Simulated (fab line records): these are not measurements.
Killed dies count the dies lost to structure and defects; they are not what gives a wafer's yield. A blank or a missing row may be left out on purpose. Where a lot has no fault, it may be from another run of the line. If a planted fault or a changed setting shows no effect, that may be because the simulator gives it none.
fab line records	flow nand-harc
[record] lots = 6	wafers = 18	last-day = 32
route steps=1302 shown A_CHANNEL_HOLE_D1@459 A_CHANNEL_FILL_D1@490 END@1302
lots that met no fault: taken from a fault-free run of the same line
start-h: hours from the record's opening day to when the first of the lot's shown wafers began	wait-h: hours from the lot's prior step to this one	" repeats the value in the row above	L1.1+2: a row that stands for several wafers	- either no value or no given start	* or withheld: withheld	< > ~ a bound
route shown NAME@n: a module of which the file shows steps, and the number in the route of the first	usual: average and standard deviation across the fault-free wafers	same: alike in all rows	chamber/n: place in a boat	sites: the reading at each site	_std_site: the values' standard deviation	_edge_site: the outer-site mean with the inner-site mean subtracted	radius-mm: for every site, how far away it sits from the centre of the wafer	mask NAME#n: copy n	behind: tool/chamber where the wafer was last shaped	hold: why the lot went on hold/how many hours it stayed there/how the hold came to an end	device: the transistor (n, p or np) that didn't switch	end of line: tests run on the same wafers once the route is complete	a step given without rows: its recipe and nothing more	killed: count of dies lost to structure and defects at first sort (not the wafer's yield)	map: a wafer's dies, marking killed ones x, the rest . and places with no die _
set.NAME: the setting the step ran with; set.NAME@STEP: the setting that earlier step ran with	model.NAME: the simulator's own value behind a step, which no gauge read
lots at some steps of the route; a table a step, a row a wafer
services: when a tool's chamber went out of use (start-h, in hours from the record's first day, below 0 if earlier), for how many hours, and the reason
[[steps]]
[step NHARC_A_CHANNEL_HOLE_D1_EXPOSE_07]
[recipe] na = 1.35	target-cd-nm = 100	sigma-outer = 0.3	dose-mj = 59.65	mask-id = HOLE_D1
[step NHARC_A_CHANNEL_HOLE_D1_PEB_08]
[recipe] peb-temp-c = 100	peb-time-s = 65
[step NHARC_A_CHANNEL_HOLE_D1_DEVELOP_09]
[recipe] develop-time-s = 35	dev-temp-c = 23
[step NHARC_A_CHANNEL_HOLE_D1_CD_MEAS_10]
[recipe] target-cd-nm = 100	landing-energy-ev = 500
[usual] cd-nm = 99.7/0.51
lot.wafer	tool	chamber	start-h	wait-h	cd-nm
L614.3	cd-sem-02	0	273.33	-	99.4
L614.5	"	0	"	"	100.0
L614.6	"	0	"	"	100.2
L616.3	cd-sem-01	0	291.63	-	100.6
L616.4	"	0	"	"	99.8
L616.6	"	0	"	"	99.9
L620.1	cd-sem-02	0	336.30	-	99.9
L620.3	"	0	"	"	99.8
L620.6	"	0	"	"	99.7
L621.1	cd-sem-01	0	345.24	-	99.6
L621.3	"	0	"	"	99.5
L621.4	"	0	"	"	99.3
L622.4	cd-sem-02	0	345.47	-	100.0
L622.5	"	0	"	"	99.9
L622.6	"	0	"	"	99.1
L623.2	cd-sem-02	0	355.61	-	99.4
L623.3	"	0	"	"	99.7
L623.5	"	0	"	"	98.9
[step NHARC_A_CHANNEL_HOLE_D1_OVL_MEAS_11]
[usual] overlay-x-nm = -0.2/0.66	overlay-y-nm = -0.2/0.89
lot.wafer	tool	chamber	start-h	wait-h	overlay-x-nm	overlay-y-nm
L614.3	overlay-01	-	273.42	-	0.8	-0.3
L614.5	"	-	"	"	0.7	-0.5
L614.6	"	-	"	"	0.5	-0.8
L616.3	overlay-02	-	291.71	-	0.7	0.7
L616.4	"	-	"	"	0.9	0.7
L616.6	"	-	"	"	0.8	0.6
L620.1	overlay-02	-	336.39	-	-0.9	-1.2
L620.3	"	-	"	"	-0.5	-1.1
L620.6	"	-	"	"	-1.0	-1.0
L621.1	overlay-02	-	345.33	-	-1.1	0.4
L621.3	"	-	"	"	-0.6	-0.1
L621.4	"	-	"	"	-0.8	0.2
L622.4	overlay-01	-	345.55	-	-0.4	-1.5
L622.5	"	-	"	"	-0.8	-1.1
L622.6	"	-	"	"	0.0	-1.0
L623.2	overlay-01	-	355.69	-	-0.4	-0.5
L623.3	"	-	"	"	0.2	-0.9
L623.5	"	-	"	"	0.1	-0.9
[step NHARC_A_CHANNEL_HOLE_D1_INSPECT_12]
[usual] raw-defect-count = 5.3/2.6
lot.wafer	tool	chamber	start-h	wait-h	raw-defect-count
L614.3	defect-inspect-02	-	273.46	0.0	6
L614.5	"	-	"	"	7
L614.6	"	-	"	"	4
L616.3	defect-inspect-02	-	291.75	0.0	6
L616.4	"	-	"	"	7
L616.6	"	-	"	"	5
L620.1	defect-inspect-01	-	336.42	0.0	6
L620.3	"	-	"	"	9
L620.6	"	-	"	"	4
L621.1	defect-inspect-01	-	345.36	0.0	5
L621.3	"	-	"	"	5
L621.4	"	-	"	"	8
L622.4	defect-inspect-02	-	345.59	0.0	5
L622.5	"	-	"	"	8
L622.6	"	-	"	"	6
L623.2	defect-inspect-01	-	355.73	0.0	7
L623.3	"	-	"	"	0
L623.5	"	-	"	"	6
[step NHARC_A_CHANNEL_HOLE_D1_DESCUM_15]
[recipe] time-s = 3	o2-flow-sccm = 200	ar-flow-sccm = 0	bias-power-w = 0	chemistry = O2
[usual] drypump-motor-current-A = 5.7/0.45	oes-product-au = 1.003/0.0072	rf-vpp-V = 57.8/0.79	showerhead-plenum-p-Torr = 1.91/0.062	throttle-valve-pct = 11.310/0.0082
lot.wafer	tool	chamber	start-h	wait-h	drypump-motor-current-A	oes-product-au	rf-hours-counter-h	rf-vpp-V	showerhead-plenum-p-Torr	throttle-valve-pct
L614.3	rie-diel-08	2	273.52	0.1	5.9	1.010	6	58.5	1.88	11.317
L614.6	"	2	"	"	6.0	1.003	-	56.7	1.88	11.323
L614.5	"	3	"	"	5.7	1.001	-	58.2	1.98	11.315
L616.4	rie-diel-08	3	291.82	0.1	5.7	0.993	8	57.6	1.98	11.308
L616.3	"	0	"	"	5.1	1.009	7	56.2	1.86	11.319
L616.6	"	3	"	"	5.7	1.010	-	57.4	1.98	11.321
L620.1	rie-diel-08	2	336.49	0.1	6.0	1.013	11	57.9	1.88	11.301
L620.3	"	0	"	"	5.0	1.021	11	57.9	1.86	11.313
L620.6	"	2	"	"	6.0	1.012	-	55.8	1.88	11.300
L621.4	rie-diel-08	2	345.42	0.1	6.0	1.014	12	58.3	1.88	11.303
L621.1	"	3	"	"	5.7	1.006	12	59.3	1.98	11.304
L621.3	"	0	"	"	5.1	1.016	12	57.5	1.86	11.315
L622.4	rie-diel-03	2	345.67	0.1	5.4	1.004	15	57.6	2.00	11.307
L622.5	"	3	"	"	5.9	1.006	-	58.5	2.00	11.309
L622.6	"	0	"	"	6.0	0.992	-	57.6	1.81	11.326
L623.3	rie-diel-08	3	355.80	0.1	5.7	1.014	14	57.5	1.97	11.309
L623.2	"	0	"	"	5.0	1.009	13	57.6	1.86	11.301
L623.5	"	2	"	"	5.9	1.009	-	58.6	1.88	11.317
[step NHARC_A_CHANNEL_HOLE_D1_ETCH_38]
[recipe] target-depth-a = 390	over-etch-frac = 0.3	time-s = 65	ion-energy-ev = 80	cf4-flow-sccm = 150	ar-flow-sccm = 0	rf-w = 300	bias-w = 100	chemistry = CF4
[step NHARC_A_CHANNEL_HOLE_D1_ETCH_39]
[recipe] target-depth-a = 2600	over-etch-frac = 0.3	time-s = 325	ion-energy-ev = 200	n2-flow-sccm = 150	h2-flow-sccm = 150	ar-flow-sccm = 0	rf-w = 400	bias-w = 150	chemistry = N2/H2
[step NHARC_A_CHANNEL_HOLE_D1_ETCH_34]
[recipe] target-depth-a = 1540	time-s = 77	cf4-flow-sccm = 100	chf3-flow-sccm = 30	ar-flow-sccm = 0	rf-w = 500	bias-w = 200	chemistry = CF4/CHF3
[step NHARC_A_CHANNEL_HOLE_D1_ETCH_16]
[recipe] target-depth-a = 31000	over-etch-frac = 0.3	time-s = 806	ion-energy-ev = 150	o2-flow-sccm = 400	cos-flow-sccm = 20	ar-flow-sccm = 0	rf-w = 500	bias-w = 300	chemistry = O2/COS
[usual] bias-w = 300.0/0.87	drypump-motor-current-A = 5.7/0.47	oes-product-au = 1.000/0.0075	rf-vpp-V = 314.0/1.6	showerhead-plenum-p-Torr = 3.11/0.095	throttle-valve-pct = 28.329/0.0084
lot.wafer	tool	chamber	start-h	wait-h	bias-w	drypump-motor-current-A	oes-product-au	rf-hours-counter-h	rf-vpp-V	showerhead-plenum-p-Torr	throttle-valve-pct
L614.3	rie-diel-08	0	-	-	298.7	5.1	0.999	7	312.6	3.04	28.316
L614.6	"	2	"	"	299.7	6.0	1.003	-	313.6	3.08	28.330
L614.5	"	3	"	"	299.2	5.7	1.003	-	316.1	3.22	28.334
L616.3	rie-diel-08	2	-	-	300.0	5.9	0.999	8	314.4	3.08	28.321
L616.4	"	3	"	"	299.2	5.7	0.996	8	315.0	3.22	28.330
L616.6	"	0	"	"	300.0	5.1	1.011	-	313.4	3.04	28.324
L620.3	rie-diel-08	0	-	-	299.5	5.1	1.011	11	311.5	3.04	28.324
L620.1	"	3	"	"	299.7	5.7	0.998	12	316.6	3.22	28.341
L620.6	"	1	"	"	301.3	6.5	1.000	-	311.9	3.01	28.318
L621.1	rie-diel-08	0	-	-	299.2	5.1	1.018	12	313.5	3.04	28.334
L621.3	"	1	"	"	299.0	6.5	1.000	13	313.9	3.01	28.324
L621.4	"	2	"	"	300.6	6.0	1.004	13	312.1	3.07	28.337
L622.4	rie-diel-03	0	-	-	300.8	6.0	0.985	19	313.0	2.96	28.336
L622.5	"	3	"	"	301.5	5.9	0.996	-	318.0	3.25	28.330
L622.6	"	0	"	"	300.8	6.0	1.003	-	313.4	2.96	28.323
L623.3	rie-diel-08	2	-	-	299.7	5.9	1.016	14	312.8	3.07	28.320
L623.2	"	1	"	"	300.2	6.5	1.000	15	313.1	3.01	28.337
L623.5	"	2	"	"	301.0	6.0	1.005	-	312.0	3.07	28.333
[step NHARC_A_CHANNEL_HOLE_D1_CD_MEAS_18]
[usual] cd-nm = 98.4/2.5
lot.wafer	tool	chamber	start-h	wait-h	cd-nm
L614.3	cd-sem-03	-	274.63	-	100.7
L614.5	"	-	"	"	99.3
L614.6	"	-	"	"	93.3
L616.3	cd-sem-02	-	292.92	-	98.5
L616.4	"	-	"	"	95.3
L616.6	"	-	"	"	99.5
L620.1	cd-sem-02	-	337.61	-	103.3
L620.3	"	-	"	"	97.5
L620.6	"	-	"	"	95.8
L621.1	cd-sem-02	-	346.54	-	97.4
L621.3	"	-	"	"	99.4
L621.4	"	-	"	"	94.3
L622.4	cd-sem-03	-	346.77	-	97.9
L622.5	"	-	"	"	99.4
L622.6	"	-	"	"	98.8
L623.2	cd-sem-01	-	356.90	-	93.9
L623.3	"	-	"	"	93.1
L623.5	"	-	"	"	97.3
[step NHARC_A_CHANNEL_HOLE_D1_ETCH_19]
[recipe] bias-v = 1200	source-w = 2500	pressure-mtorr = 15	time-s = 34.5	ar-flow-sccm = 375	c4f8-flow-sccm = 28.8	o2-flow-sccm = 96.2	temp-c = -20	target-depth-a = *	chemistry = C4F8/O2/Ar
[usual] drypump-motor-current-A = 5.9/0.31	showerhead-plenum-p-Torr = 3.61/0.14	throttle-valve-pct = 37.039/0.0092
lot.wafer	tool	chamber	start-h	wait-h	drypump-motor-current-A	rf-hours-counter-h	showerhead-plenum-p-Torr	throttle-valve-pct
L614.3	har-etch-01	0	278.49	3.9	5.7	-	3.75	37.037
L614.6	"	0	"	"	5.7	-	3.75	37.029
L614.5	"	1	"	"	6.2	-	3.58	37.050
L616.3	har-etch-01	0	293.43	0.5	5.7	-	3.74	37.030
L616.4	"	1	"	"	6.2	-	3.57	37.037
L616.6	"	0	"	"	5.7	-	3.74	37.050
L620.1	har-etch-01	1	337.71	0.1	6.2	168	3.56	37.014
L620.3	"	1	"	"	6.2	-	3.56	37.044
L620.6	"	1	"	"	6.2	-	3.56	37.047
L621.1	har-etch-01	1	348.57	2.0	6.2	175	3.56	37.036
L621.3	"	0	"	"	5.7	-	3.73	37.047
L621.4	"	1	"	"	6.2	-	3.56	37.048
L622.4	har-etch-02	1	352.43	5.7	6.3	-	3.45	37.037
L622.5	"	1	"	"	6.3	-	3.45	37.027
L622.6	"	1	"	"	6.3	-	3.45	37.047
L623.2	har-etch-01	1	356.97	0.1	6.2	183	3.55	37.030
L623.3	"	1	"	"	6.2	-	3.55	37.041
L623.5	"	0	"	"	5.7	-	3.72	37.030
[step NHARC_A_CHANNEL_HOLE_D1_ETCH_20]
[recipe] bias-v = 3000	source-w = withheld	pressure-mtorr = 20	time-s = 361.9	ar-flow-sccm = 375	c4f8-flow-sccm = 89.3	o2-flow-sccm = 35.7	temp-c = -20	target-depth-a = 16000	chemistry = C4F8/O2/Ar
[step NHARC_A_CHANNEL_HOLE_D1_ETCH_21]
[recipe] bias-v = 3000	source-w = withheld	pressure-mtorr = 20	time-s = 514.3	ar-flow-sccm = 375	c4f8-flow-sccm = 89.3	o2-flow-sccm = 35.7	temp-c = -20	target-depth-a = 16000	chemistry = C4F8/O2/Ar
[step NHARC_A_CHANNEL_HOLE_D1_ETCH_22]
[recipe] bias-v = 3000	source-w = withheld	pressure-mtorr = 20	time-s = 666.7	ar-flow-sccm = 375	c4f8-flow-sccm = 89.3	o2-flow-sccm = 35.7	temp-c = -20	target-depth-a = 16000	chemistry = C4F8/O2/Ar
[step NHARC_A_CHANNEL_HOLE_D1_ETCH_23]
[recipe] bias-v = 5000	source-w = withheld	pressure-mtorr = 20	time-s = 819	ar-flow-sccm = 375	c4f8-flow-sccm = 89.3	o2-flow-sccm = 35.7	temp-c = -20	target-depth-a = 16000	chemistry = C4F8/O2/Ar
[step NHARC_A_CHANNEL_HOLE_D1_ETCH_24]
[recipe] bias-v = 5000	source-w = withheld	pressure-mtorr = 20	time-s = 906.2	ar-flow-sccm = 375	c4f8-flow-sccm = 93.8	o2-flow-sccm = 31.2	temp-c = -20	target-depth-a = 15000	chemistry = C4F8/O2/Ar
[usual] drypump-motor-current-A = 5.9/0.31	showerhead-plenum-p-Torr = 3.56/0.13	throttle-valve-pct = 32.235/0.0093
lot.wafer	tool	chamber	start-h	wait-h	drypump-motor-current-A	rf-hours-counter-h	showerhead-plenum-p-Torr	throttle-valve-pct
L614.3	har-etch-01	0	280.85	0.6	5.7	-	3.70	32.245
L614.6	"	0	"	"	5.7	-	3.70	32.244
L614.5	"	1	"	"	6.2	-	3.54	32.235
L616.3	har-etch-01	0	295.78	0.6	5.7	-	3.70	32.240
L616.4	"	1	"	"	6.2	-	3.53	32.234
L616.6	"	0	"	"	5.7	-	3.70	32.252
L620.1	har-etch-01	1	339.93	0.6	6.3	170	3.52	32.241
L620.3	"	1	"	"	6.2	-	3.52	32.228
L620.6	"	1	"	"	6.2	-	3.52	32.233
L621.1	har-etch-01	1	350.81	0.6	6.2	177	3.52	32.220
L621.3	"	0	"	"	5.7	-	3.68	32.222
L621.4	"	1	"	"	6.2	-	3.52	32.233
L622.4	har-etch-02	1	357.34	1.2	6.3	-	3.41	32.229
L622.5	"	1	"	"	6.3	-	3.41	32.244
L622.6	"	1	"	"	6.3	-	3.41	32.252
L623.2	har-etch-01	1	359.09	0.6	6.2	185	3.51	32.240
L623.3	"	1	"	"	6.2	-	3.51	32.226
L623.5	"	0	"	"	5.7	-	3.67	32.235
[step NHARC_A_CHANNEL_HOLE_D1_ETCH_25]
[recipe] bias-v = 5000	source-w = withheld	pressure-mtorr = 20	time-s = 1040.2	ar-flow-sccm = 375	c4f8-flow-sccm = 93.8	o2-flow-sccm = 31.2	temp-c = -20	target-depth-a = 15000	chemistry = C4F8/O2/Ar
[step NHARC_A_CHANNEL_HOLE_D1_ETCH_26]
[recipe] bias-v = 300	source-w = 2000	pressure-mtorr = 30	time-s = 224.1	ar-flow-sccm = 375	c4f8-flow-sccm = 11.4	o2-flow-sccm = 113.6	temp-c = -20	target-depth-a = 3000	chemistry = C4F8/O2/Ar
[step NHARC_A_CHANNEL_HOLE_D1_ETCH_33]
[recipe] bias-v = 400	source-w = 2000	pressure-mtorr = 25	time-s = 90	ar-flow-sccm = 375	c4f8-flow-sccm = 41.7	o2-flow-sccm = 83.3	temp-c = -20	target-depth-a = 4000	chemistry = C4F8/O2/Ar
[usual] drypump-motor-current-A = 6.0/0.31	showerhead-plenum-p-Torr = 3.60/0.14	throttle-valve-pct = 27.620/0.0091
lot.wafer	tool	chamber	start-h	wait-h	drypump-motor-current-A	rf-hours-counter-h	showerhead-plenum-p-Torr	throttle-valve-pct
L614.3	har-etch-01	0	282.51	0.2	5.7	-	3.75	27.636
L614.6	"	0	"	"	5.7	-	3.75	27.628
L614.5	"	1	"	"	6.2	-	3.58	27.626
L616.3	har-etch-01	0	297.42	0.2	5.7	-	3.74	27.621
L616.4	"	1	"	"	6.2	-	3.57	27.614
L616.6	"	0	"	"	5.7	-	3.74	27.631
L620.1	har-etch-01	1	341.67	0.2	6.2	172	3.56	27.622
L620.3	"	1	"	"	6.2	-	3.56	27.623
L620.6	"	1	"	"	6.2	-	3.56	27.606
L621.1	har-etch-01	1	352.56	0.2	6.3	179	3.55	27.633
L621.3	"	0	"	"	5.7	-	3.72	27.619
L621.4	"	1	"	"	6.2	-	3.55	27.640
L622.4	har-etch-02	1	360.47	0.3	6.2	-	3.45	27.635
L622.5	"	1	"	"	6.2	-	3.45	27.620
L622.6	"	1	"	"	6.3	-	3.45	27.618
L623.2	har-etch-01	1	360.96	0.2	6.2	187	3.55	27.628
L623.3	"	1	"	"	6.2	-	3.55	27.620
L623.5	"	0	"	"	5.7	-	3.72	27.608
[step NHARC_A_CHANNEL_HOLE_D1_STRIP_41]
[recipe] n2-flow-sccm = 150	h2-flow-sccm = 150	ar-flow-sccm = 0	bias-w = 0	chemistry = N2/H2
[step NHARC_A_CHANNEL_HOLE_D1_STRIP_42]
[recipe] cf4-flow-sccm = 100	chf3-flow-sccm = 30	ar-flow-sccm = 0	bias-w = 0	chemistry = CF4/CHF3
[step NHARC_A_CHANNEL_HOLE_D1_STRIP_43]
[recipe] o2-flow-sccm = 400	cos-flow-sccm = 20	ar-flow-sccm = 0	bias-w = 0	chemistry = O2/COS
[step NHARC_A_CHANNEL_HOLE_D1_ETCH_44]
[recipe] target-depth-a = 1400	overetch-a = 140	time-s = 77	ion-energy-ev = 100	cf4-flow-sccm = 80	o2-flow-sccm = 20	ar-flow-sccm = 0	rf-w = 300	bias-w = 100	chemistry = CF4/O2
[step NHARC_A_CHANNEL_HOLE_D1_STRIP_27]
[recipe] o2-flow-sccm = 500	ar-flow-sccm = 0	bias-w = 0	chemistry = O2
[step NHARC_A_CHANNEL_HOLE_D1_PRECLEAN_28]
[recipe] time-s = *	temp-c = 50	bath-age-min = 0	chemistry = SC1
[step NHARC_A_CHANNEL_HOLE_D1_SRD_29]
[step NHARC_A_CHANNEL_HOLE_D1_CD_MEAS_30]
[usual] cd-nm = 89.7/1.3
lot.wafer	tool	chamber	start-h	wait-h	cd-nm
L614.3	cd-sem-01	-	284.16	-	89.3
L614.5	"	-	"	"	91.0
L614.6	"	-	"	"	90.8
L616.3	cd-sem-02	-	298.92	-	91.2
L616.4	"	-	"	"	90.3
L616.6	"	-	"	"	90.9
L620.1	cd-sem-03	-	343.18	-	89.2
L620.3	"	-	"	"	89.9
L620.6	"	-	"	"	87.9
L621.1	cd-sem-01	-	354.08	-	89.6
L621.3	"	-	"	"	87.4
L621.4	"	-	"	"	90.2
L622.4	cd-sem-02	-	362.02	-	89.2
L622.5	"	-	"	"	88.1
L622.6	"	-	"	"	90.6
L623.2	cd-sem-01	-	362.58	-	86.5
L623.3	"	-	"	"	89.6
L623.5	"	-	"	"	89.2
[step NHARC_A_CHANNEL_HOLE_D1_XSEM_31]
[recipe] landing-energy-ev = 35000
[usual] bot-cd-nm = 74.3/1.5	bow-nm = 8.51/0.29	tilt-deg = 0.069/0.03
lot.wafer	tool	chamber	start-h	wait-h	bot-cd-nm	bow-nm	tilt-deg
L614.3	xsem-01	0	284.24	0.1	73.4	8.28	0.052
L614.5	"	0	"	"	75.3	8.34	0.050
L614.6	"	0	"	"	75.3	8.31	0.050
L616.3	xsem-02	0	299.01	0.1	75.4	8.68	0.051
L616.4	"	0	"	"	74.6	8.74	0.054
L616.6	"	0	"	"	74.9	8.75	0.052
L620.1	xsem-01	0	343.26	0.1	73.9	8.64	0.032
L620.3	"	0	"	"	75.0	8.61	0.030
L620.6	"	0	"	"	72.9	8.63	0.032
L621.1	xsem-02	0	354.17	0.1	74.7	8.57	0.086
L621.3	"	0	"	"	71.6	8.56	0.085
L621.4	"	0	"	"	74.8	8.64	0.085
L622.4	xsem-02	0	362.12	0.1	73.0	8.41	0.087
L622.5	"	0	"	"	71.9	8.38	0.088
L622.6	"	0	"	"	74.9	8.32	0.089
L623.2	xsem-01	0	362.67	0.1	72.4	9.11	0.039
L623.3	"	0	"	"	75.4	9.08	0.037
L623.5	"	0	"	"	74.5	9.11	0.039
[step NHARC_A_CHANNEL_HOLE_D1_INSPECT_40]
[usual] raw-defect-count = 69/23
lot.wafer	tool	chamber	start-h	wait-h	raw-defect-count
L614.3	defect-inspect-02	-	284.33	-	47
L614.5	"	-	"	"	50
L614.6	"	-	"	"	47
L616.3	defect-inspect-01	-	299.10	-	30
L616.4	"	-	"	"	25
L616.6	"	-	"	"	66
L620.1	defect-inspect-02	-	343.36	-	54
L620.3	"	-	"	"	51
L620.6	"	-	"	"	75
L621.1	defect-inspect-02	-	354.27	-	1434
L621.3	"	-	"	"	62
L621.4	"	-	"	"	1438
L622.4	defect-inspect-02	-	362.20	-	116
L622.5	"	-	"	"	92
L622.6	"	-	"	"	82
L623.2	defect-inspect-02	-	362.76	-	1369
L623.3	"	-	"	"	1374
L623.5	"	-	"	"	69
[step NHARC_A_CHANNEL_FILL_D1_PRECLEAN_00]
[recipe] time-s = *	temp-c = 50	bath-age-min = 0	chemistry = SC1
[step NHARC_END_SORT_01]
[recipe] temp-c = 25
[usual] killed-at-array = 57/20	killed-at-other = 1.3/1.4	killed-at-periphery = 3.4/2.4	killed-dies = 61/19	killed-open = 2.9/1.8	killed-short = 2.5/1.6
[same] gross-dies = 677
lot.wafer	tool	chamber	start-h	wait-h	killed-at-array	killed-at-other	killed-at-periphery	killed-dies	killed-open	killed-short
L616.4	prober-02	0	693.11	3.4	26	3	7	36	4	3
L620.1	prober-02	0	711.84	2.5	55	0	4	59	6	2
L620.3	prober-02	0	713.45	3.1	51	0	3	54	1	3
L620.6	prober-02	0	715.87	4.0	56	0	2	58	4	5
L621.1	prober-02	0	734.48	2.5	148	1	2	151	4	2
L621.4	prober-02	0	736.87	3.4	128	4	2	134	5	1
L623.2	prober-01	0	735.19	2.8	125	1	4	130	1	5
L623.3	prober-01	0	735.98	3.1	115	2	5	122	2	2
// killed by level:class
L616.4 A_CONTACT:chamber-film-flake=9 P_GATE:chamber-film-flake=6 A_CHANNEL_HOLE_D1:chamber-film-flake=6 A_CHANNEL_FILL_D2:geometric-particle:open=3 THIN_TSV:chamber-film-flake=3 A_CHANNEL_HOLE_D2:geometric-particle:short=1 A_STAIRCASE:geometric-particle:open=1 A_SGD_CUT:geometric-particle:short=1
L620.1 A_SLIT:chamber-film-flake=24 A_CHANNEL_HOLE_D1:chamber-film-flake=11 A_CONTACT:chamber-film-flake=8 P_ZERO_WELL:chamber-film-flake=2 A_STAIRCASE:chamber-film-flake=2 A_SGD_CUT:chamber-film-flake=2 P_M0:geometric-particle:open=1 A_ONON_D1:geometric-particle:open=1
L620.3 A_SLIT:chamber-film-flake=27 A_CONTACT:chamber-film-flake=7 A_CHANNEL_HOLE_D1:chamber-film-flake=6 A_STAIRCASE:chamber-film-flake=4 P_M0:chamber-film-flake=2 A_ONON_D2:geometric-particle:short=1 A_CHANNEL_FILL_D2:geometric-particle:short=1 A_SGD_CUT:geometric-particle:open=1
L620.6 A_SLIT:chamber-film-flake=28 A_CONTACT:chamber-film-flake=7 A_CHANNEL_HOLE_D1:chamber-film-flake=6 A_SGD_CUT:chamber-film-flake=4 A_SOURCE_PLATE:geometric-particle:open=2 A_ONON_D2:geometric-particle:open=2 A_WL_FILL:chamber-film-flake=2 P_CONTACT:geometric-particle:short=1
L621.1 A_CHANNEL_HOLE_D1:unspecified=95 A_SLIT:chamber-film-flake=35 A_CONTACT:chamber-film-flake=4 A_CHANNEL_HOLE_D2:chamber-film-flake=2 A_STAIRCASE:chamber-film-flake=2 A_SGD_CUT:chamber-film-flake=2 A_BLC:chamber-film-flake=2 P_M0:geometric-particle:open=1
L623.2 A_CHANNEL_HOLE_D1:unspecified=94 A_CHANNEL_HOLE_D2:chamber-film-flake=21 A_SLIT:chamber-film-flake=3 A_DECK1_JOINT:geometric-particle:short=2 P_M0:geometric-particle:short=1 P_M2:geometric-particle:short=1 A_ONON_D2:geometric-particle:open=1 A_M0:geometric-particle:short=1
L623.3 A_CHANNEL_HOLE_D1:unspecified=90 A_CHANNEL_HOLE_D2:chamber-film-flake=19 P_M2:chamber-film-flake=2 A_SLIT:chamber-film-flake=2 P_STI:geometric-particle:open=1 P_CONTACT:geometric-particle:open=1 A_WL_FILL:geometric-particle:short=1 P_STI:chamber-film-flake=1
L621.4 A_CHANNEL_HOLE_D1:unspecified=93 A_CHANNEL_HOLE_D2:chamber-film-flake=22 A_SLIT:chamber-film-flake=3 THIN_TSV:chamber-film-flake=3 A_WL_FILL:geometric-particle:open=2 A_BLC:chamber-film-flake=2 A_ONON_D1:geometric-particle:open=1 A_ONON_D1:geometric-particle:short=1
// map L621.1 (x killed, . not)
____________.____________
_________....xxx_________
_______.........xx_______
______......xxxxxxx______
_____.....x..xxxxxx._____
____..........x.xx.x.____
____.x........xxxxx..____
___.........xxxx.x....___
___..........xx...x...___
__..............x.x....__
__.............x.......__
_..................x...._
_....x............x....._
_......................._
_......................._
_...x..................._
....x.x..................
.xxxxxx..............x...
xxxxxxxx.................
.xxxxxxxx.x..............
.xxxxxxx.................
_xxxxxxxx..............._
_xxxxxxxx..............._
_xxxxxxxx..............._
_xxxxxxxx..............._
_xxxxxxxxx.............._
__xxxxxxxx.............__
__xxxxxxx.x.......x....__
___xxx...x.........x.x___
___xxxxxx....xx....x..___
____..x..............____
____.................____
_____..............._____
______.............______
_______..........._______
_________......._________
____________.____________
// map L623.2 (x killed, . not)
____________.____________
_________......._________
_______........xxx_______
______....x.....x..______
_____......x..x.xxx._____
____.........xxxxxx..____
____...........x.x...____
___.............xx....___
___..........x..x.....___
__..............x.....x__
__........x............__
_......................._
_..........x............_
_......................._
_......................._
_.x....................._
..x..xx...x.x............
..xxxx...................
.xxxxxx..x...............
.xxxxxxx.................
xxxxxxxxx................
_xxxxxxxx..............._
_xxxxxxxx..............._
_xxxxxxxxx.............._
_xxxxxxxx..............._
_xxxxxxxx...........xx.._
__xxxxxx...............__
__xxxxxx...............__
___xxxxx..............___
___xx.xx..............___
____xx...............____
____x.....x..........____
_____...x..........._____
______....x........______
_______.........x._______
_________......._________
____________.____________
[[services]]
tool	chamber	start-h	hours	kind
rie-diel-03	3	255.45	1.2	repair
rie-diel-03	0	262.49	-	clean
rie-diel-08	0	273.32	-	clean
rie-diel-08	1	273.32	-	clean
rie-diel-08	2	273.32	-	clean
rie-diel-08	3	273.32	-	clean
rie-diel-08	0	276.23	10.9	repair
rie-diel-03	-	282.37	9.0	pm
rie-diel-03	-	292.59	0.1	repair
rie-diel-08	0	297.82	-	clean
rie-diel-08	1	297.82	-	clean
rie-diel-08	2	297.82	-	clean
rie-diel-08	3	297.82	-	clean
rie-diel-08	0	322.32	-	clean
rie-diel-08	1	322.32	-	clean
rie-diel-08	2	322.32	-	clean
rie-diel-08	3	322.32	-	clean
har-etch-02	0	340.56	-	consumable-replace:focus-ring
har-etch-02	0	340.56	17.0	scheduled-down
har-etch-02	0	340.56	17.0	vent-cycle
rie-diel-08	2	346.67	1.5	repair
rie-diel-08	0	346.82	-	clean
rie-diel-08	1	346.82	-	clean
rie-diel-08	3	346.82	-	clean
[[key]]
[first-sign] step = NHARC_A_CHANNEL_HOLE_D1_INSPECT_40	reading = raw-defect-count	direction = up	sigmas = 57	usual = 69	struck = 1404
[effect] step = NHARC_END_SORT_01	reading = killed-dies	direction = up	sigmas = 3.8	usual = 61	struck = 134
[more-kills-born-at] NHARC_A_CHANNEL_HOLE_D1_ETCH_19@har-etch-01 = 295
met-at NHARC_A_CHANNEL_HOLE_D1_ETCH_19
struck-wafers L621.1,L621.4,L623.2,L623.3
tester-left-out L621,L623
onset-between 337.71 348.57
[fault] kind = chamber-particle-source	tool = har-etch-01	chamber = 1	onset-h = 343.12	steps = NHARC_A_CHANNEL_HOLE_D1_ETCH_19	rate-per-visit-cm2 = 2.0456	end-h = 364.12
// tester-left-out: of these lots the tester's yield and bins aren't shown, on N5 and GAA mostly nor the transistor test; their killed dies are dies lost to structure and defects alone, not to doping, threshold or leakage, so they don't give the yield
